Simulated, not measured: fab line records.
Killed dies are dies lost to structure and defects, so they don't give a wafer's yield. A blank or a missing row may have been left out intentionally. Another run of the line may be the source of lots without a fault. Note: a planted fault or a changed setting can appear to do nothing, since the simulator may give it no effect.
2 desks looking at one fault || flow n5_finfet || each desk holds nothing but its own numbers, with what lay behind them at the end

## FOR THE TOOL OWNER'S DESK: ald_sin-03
The tool's own readings at N5_BEOL_M2_ALD_98 (deposits SiO2, target thk 2.5 nm, pulse time 1 s, co reactant pulse time 1 s): means of the sampled wafers that have a number, for each lot that ran on this tool. Marked OUT: a lot whose mean sits more than 4 standard deviations from the usual mean, which makes it out of limits; the brackets give that distance.
Columns: A = heater_power_w at N5_BEOL_M2_ALD_98, usual 77 W; B = precursor_pulse_height_rel at N5_BEOL_M2_ALD_98, usual 1.000; C = susceptor_temp_C at N5_BEOL_M2_ALD_98, usual 99.99 C
{"lot": "L575", "first seen here": "day 7 12:40", "A": 79, "B": 0.994, "C": 100.06}
{"lot": "L579", "first seen here": "day 9 04:16", "A": 79, "B": 1.003, "C": 100.08}
{"lot": "L582", "first seen here": "day 10 06:32", "A": 85, "B": 0.996, "C": 99.99}
{"lot": "L593", "first seen here": "day 12 18:26", "A": 78, "B": 1.018, "C": 100.06}
Result from this desk: across the 4 lots, nothing is out of limits.

## AT THE METROLOGY DESK
What the gauges read for every lot (on any tool): the sampled wafers with a number, averaged. Marked OUT: a lot whose mean sits more than 4 standard deviations from the usual mean, which makes it out of limits; the brackets give that distance. It has 11 readings; the 7 that lie furthest out on some lot are the ones shown.
Columns: A = cd_nm at N5_BEOL_M2_CD_MEAS_18, usual 17.9 nm; B = DIBL_N at N5_BEOL_M4_RC_MEAS_101, usual 36.0 mV/V; C = IOFF_N at N5_BEOL_M4_RC_MEAS_101, usual 0.154 nA/um; D = IOFF_P at N5_BEOL_M4_RC_MEAS_101, usual 0.21 nA/um; E = ION_N at N5_BEOL_M4_RC_MEAS_101, usual 675 uA/um; F = SS_P at N5_BEOL_M4_RC_MEAS_101, usual 73.2 mV/dec; G = VT_P at N5_BEOL_M4_RC_MEAS_101, usual -251 mV
{"lot": "L571", "first seen here": "day 7 07:31", "A": 18.0, "B": 36.0, "C": 0.156, "D": 0.26, "E": 670, "F": 73.5, "G": -243}
{"lot": "L575", "first seen here": "day 7 12:05", "A": 17.7, "B": 36.7, "C": 0.164, "D": 0.21, "E": 678, "F": 73.1, "G": -248}
{"lot": "L579", "first seen here": "day 9 03:38", "A": 17.2, "B": 33.8, "C": 0.124, "D": 0.18, "E": 664, "F": 72.3, "G": -252}
{"lot": "L582", "first seen here": "day 10 05:50", "A": 17.7, "B": 37.1, "C": 0.171, "D": 0.20, "E": 682, "F": 73.5, "G": -254}
{"lot": "L586", "first seen here": "day 10 21:22", "A": 17.4, "B": 36.1, "C": 0.145, "D": 0.23, "E": 667, "F": 73.1, "G": -247}
{"lot": "L589", "first seen here": "day 11 04:34", "A": 18.2, "B": 37.8, "C": 0.191, "D": 0.24, "E": 683, "F": 73.8, "G": -248}
{"lot": "L591", "first seen here": "day 11 11:14", "A": 17.9, "B": 37.0, "C": 0.174, "D": 0.20, "E": 675, "F": 72.8, "G": -250}
{"lot": "L593", "first seen here": "day 12 17:50", "A": 18.0, "B": 36.6, "C": 0.165, "D": 0.24, "E": 676, "F": 73.4, "G": -246}
{"lot": "L594", "first seen here": "day 12 18:19", "A": 18.0, "B": 36.6, "C": 0.162, "D": 0.22, "E": 673, "F": 73.2, "G": -251}
Result from this desk: across the 9 lots, nothing is out of limits.

## TAKEN TOGETHER
The desk of the tool owner found nothing out of limits.
Nothing out of limits was seen by the metrology desk.

## WHAT THE SIMULATOR PUT IN
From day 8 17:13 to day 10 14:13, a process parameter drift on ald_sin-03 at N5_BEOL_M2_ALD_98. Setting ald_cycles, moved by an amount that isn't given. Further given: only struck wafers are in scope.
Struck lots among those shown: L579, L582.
